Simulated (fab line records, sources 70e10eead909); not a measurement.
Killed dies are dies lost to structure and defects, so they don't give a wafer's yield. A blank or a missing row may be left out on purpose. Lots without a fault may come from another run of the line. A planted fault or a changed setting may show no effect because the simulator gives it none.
Chamber matching | flow nand_harc | NHARC_A_CONTACT_DEP_85 on pecvd-02: 3 sister chambers
The step deposits SiON, target thk 60 nm. 6 wafers are shown with their chamber, then 10 later ones without.

WAFERS WITH THEIR CHAMBER
wafer  | chamber | heater_power_w (W) | heater_power_outer_w (W)
L079.6 | 2       | 603                | 384
L081.3 | 2       | 548                | 337
L083.4 | 1       | 965                | 575
L083.6 | 0       | 684                | 409
L085.1 | 1       | 991                | 585
L085.2 | 0       | 741                | 447

WAFERS WITHOUT THEIR CHAMBER
wafer  | heater_power_w (W) | heater_power_outer_w (W)
L085.3 | 520                | 317
L087.1 | 556                | 348
L087.2 | 999                | 622
L087.6 | 829                | 478
L093.1 | 646                | 374
L093.2 | 602                | 357
L093.3 | 899                | 539
L097.2 | 813                | 484
L097.3 | 603                | 357
L097.6 | 842                | 485

WHICH CHAMBER EACH WENT THROUGH
wafer  | from the rows above     | in truth
L085.3 | 2                       | 2
L087.1 | 2                       | 2
L087.2 | 1                       | 1
L087.6 | 0                       | 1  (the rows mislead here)
L093.1 | can't be placed: 2 or 0 | 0
L093.2 | 2                       | 2
L093.3 | 1                       | 1
L097.2 | 0                       | 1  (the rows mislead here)
L097.3 | 2                       | 2
L097.6 | can't be placed: 0 or 1 | 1
Placed correctly: 6 of 10. Can't be placed from these rows: 2 (the true chamber is among the candidates in 2). Placed wrongly: 2.
How it was worked out, from the rows above alone: a wafer's distance from a chamber is the root of the sum, over the readings, of the square of ((its reading less the chamber's mean) divided by the reading's scatter). The wafer belongs to the nearest chamber; if the next one is less than 2 further off, it can't be placed. A chamber's mean is the mean of its shown wafers. The scatter: the root of (the sum of the squares of (reading less its chamber's mean) over the shown wafers, divided by (wafers less chambers)).
